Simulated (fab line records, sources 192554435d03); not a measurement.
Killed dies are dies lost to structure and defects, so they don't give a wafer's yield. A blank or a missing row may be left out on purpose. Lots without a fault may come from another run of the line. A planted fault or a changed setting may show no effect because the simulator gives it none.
A struck lot beside a sound one | flow n5_finfet | 41 steps out of a route of 1938
Sound: wafers L641.2, L641.3, L641.6. Struck: wafer L649.4. (L649.2, L649.6 of the same lot were not struck and are left out.) The cause comes at the end.
At each step with rows: each side's tool, then ch and its chambers, then its first start. Under that, the readings that differ: sound wafers | struck wafers | difference of the means | sigmas: that difference in standard deviations of wafers without a fault.
alike: readings whose means differ by less than 2 such deviations, and words and numbers that are the same on both sides. not compared: withheld readings, readings that some wafer has no value for, bounds like >300 that may hide the same value, and numbers for which the record gives no deviation and whose values overlap.
The two part at a step that has a row with sigmas, a row that says differs or no value, or rows on one side only. Numbers that don't overlap but have no deviation are shown without sigmas and don't part them. A reading that every wafer of one side lacks parts them only if that side has two wafers or more.

N5_BEOL_M4_SURFACE_TREAT_85:
  sound on pvd_sputter-02, day 8 15:25; struck on pvd_sputter-02, day 11 23:59
  not compared: throttle_valve_pct
then, 3 steps without rows for these wafers: N5_BEOL_M4_CVD_47 (deposits Co from CCTBA/H2, target thk 3 nm, time 223.8 s); N5_BEOL_M4_SPUTTER_48 (material Cu, target thk 4.5 nm, time 8.29 s); N5_BEOL_M4_ANNEAL_49 (time 240 s).
N5_BEOL_M4_SPUTTER_79: material Cu, target thk 4.5 nm, time 8.29 s.
  sound on pvd_sputter-02, day 8 15:52; struck on pvd_sputter-01, day 12 00:26
  reading                | sound          | struck | difference | sigmas
  throttle_valve_pct (%) | 31.5 31.7 29.4 | 27.5   | -3.4       | -3
  alike: susceptor_temp_C
N5_BEOL_M4_ANNEAL_80: time 240 s.
  sound on pvd_sputter-02, day 8 15:56; struck on pvd_sputter-01, day 12 00:31
  alike: heater_power_w, susceptor_temp_C
then, 2 steps without rows for these wafers: N5_BEOL_M4_SPUTTER_81 (material Cu, target thk 4.5 nm, time 8.29 s); N5_BEOL_M4_ANNEAL_82 (time 240 s).
N5_BEOL_M4_SPUTTER_86: material Cu, target thk 4.5 nm, time 8.29 s.
  sound on pvd_sputter-02, day 8 16:18; struck on pvd_sputter-01, day 12 00:52
  reading                | sound          | struck | difference | sigmas
  throttle_valve_pct (%) | 31.5 31.5 29.3 | 27.4   | -3.4       | -3
  alike: susceptor_temp_C
N5_BEOL_M4_ANNEAL_87: time 240 s.
  sound on pvd_sputter-02, day 8 16:23; struck on pvd_sputter-01, day 12 00:57
  alike: heater_power_w, susceptor_temp_C
then, 2 steps without rows for these wafers: N5_BEOL_M4_SPUTTER_88 (material Cu, target thk 4.5 nm, time 8.29 s); N5_BEOL_M4_ANNEAL_89 (time 240 s).
N5_BEOL_M4_SPUTTER_90: material Cu, target thk 4.5 nm, time 8.29 s.
  sound on pvd_sputter-02, day 8 16:44; struck on pvd_sputter-01, day 12 01:19
  reading                | sound          | struck | difference | sigmas
  throttle_valve_pct (%) | 31.5 31.5 29.3 | 27.7   | -3.1       | -3
  alike: susceptor_temp_C
then, 13 steps without rows for these wafers: N5_BEOL_M4_ANNEAL_91 (time 240 s); N5_BEOL_M4_SPUTTER_92 (material Cu, target thk 4.5 nm, time 8.29 s); N5_BEOL_M4_ANNEAL_93 (time 240 s); N5_BEOL_M4_SPUTTER_94 (material Cu, target thk 4.5 nm, time 8.29 s); N5_BEOL_M4_ANNEAL_95 (time 240 s); N5_BEOL_M4_SPUTTER_96 (material Cu, target thk 4.5 nm, time 8.29 s); N5_BEOL_M4_ECD_50 (material Cu, target thk 300 nm); N5_BEOL_M4_ANNEAL_51 (time 90 s); N5_BEOL_M4_CMP_52 (polishes, stops on SiOC, t overpolish 6.8 s, target thk 40 nm); N5_BEOL_M4_PRE_CLEAN_60 (time 15 s); N5_BEOL_M4_CO_CAP_55 (material Co, precursor CCTBA/H2, target thk 2 nm, time 102.1 s); N5_BEOL_M4_PRE_CLEAN_56 (time 15 s); N5_BEOL_M4_DEP_57 (deposits SiCN from 3MS/NH3, target thk 8 nm, time 14 s).
N5_BEOL_M4_RS_MEAS_58: measures by four-point-probe.
  sound on film_metro-01, day 8 18:41; struck on film_metro-01, day 12 03:01
  alike: M4_RS
N5_BEOL_M4_RC_MEAS_101:
  sound on prober-01 ch 0, day 8 18:54; struck on prober-02 ch 0, day 12 03:14
  reading       | sound          | struck | difference | sigmas
  SS_N (mV/dec) | 71.4 70.6 71.2 | 72.3   | +1.2       | +3
  alike: DIBL_N, DIBL_P, IOFF_N, IOFF_P, ION_N, ION_P, SS_P, VT_N, VT_P
then, 2 steps without rows for these wafers: N5_BEOL_M5_ILD_DEP_00 (deposits SiCOH lowk from DEMS/porogen, target thk 140.64 nm, time 25.9 s); N5_BEOL_M5_CURE_79 (cures SiCOH lowk, time 240 s).
N5_BEOL_M5_THK_MEAS_01:
  sound on film_metro-01, day 8 20:17; struck on film_metro-01, day 12 04:45
  reading         | sound             | struck | difference | sigmas
  M5_ILD_THK (nm) | 118.9 119.3 119.5 | 122.5  | +3.3       | +2
then, 9 steps without rows for these wafers: N5_BEOL_M5_PECVD_70 (deposits SiO2 from TEOS/O2, target thk 16 nm, time 18 s); N5_BEOL_M5_HM_DEP_02 (deposits TiN, target thk 20 nm); N5_BEOL_M5_COAT_59 (time 60 s, resist thk 60 nm); N5_BEOL_M5_COAT_60 (time 60 s, resist thk 12 nm); N5_BEOL_M5_COAT_71 (time 60 s, resist thk 5 nm); N5_BEOL_M5_COAT_05 (resist thk 30 nm); N5_BEOL_M5_EBR_07; N5_BEOL_M5_SOFTBAKE_06 (time 60 s); N5_BEOL_M5_EXPOSE_08 (exposes mask M5, target cd 28 nm).
-- the record jumps here: 4 days lie between the struck wafers' starts before and after (it left off in module BEOL_M5 and takes up again in module PASSIVATION, whose first step shown is number 1936 of the route) --
N5_PASSIVATION_PROBE_49:
  sound on prober-02, day 13 04:10; struck on prober-02, day 16 15:02
  reading                  | sound          | struck | difference | sigmas
  defect_limited_yield (%) | 90.9 90.3 91.8 | 82.6   | -8.4       | -6
  killed_at_M4_up          | 11 7 7         | 103    | +95        | +19
  killed_dies              | 107 114 97     | 205    | +99        | +6
  killed_on_rim            | 8 20 20        | 28     | +12        | +3
  sort_bin_5_function (%)  | 5.5 6.2 5.1    | 10.7   | +5.1       | +5
  sort_n_pass              | 1073 1066 1083 | 975    | -99        | -6
  sort_yield_pct (%)       | 90.9 90.3 91.8 | 82.6   | -8.4       | -6
  alike: killed_at_M0_to_M3, killed_at_contacts, killed_at_front_end, killed_at_other, killed_open, killed_short, sort_bin_6_memory

WHERE THEY PART
First at N5_BEOL_M4_SPUTTER_79; last, within this record, at N5_PASSIVATION_PROBE_49.

WHY: what the simulator had put in
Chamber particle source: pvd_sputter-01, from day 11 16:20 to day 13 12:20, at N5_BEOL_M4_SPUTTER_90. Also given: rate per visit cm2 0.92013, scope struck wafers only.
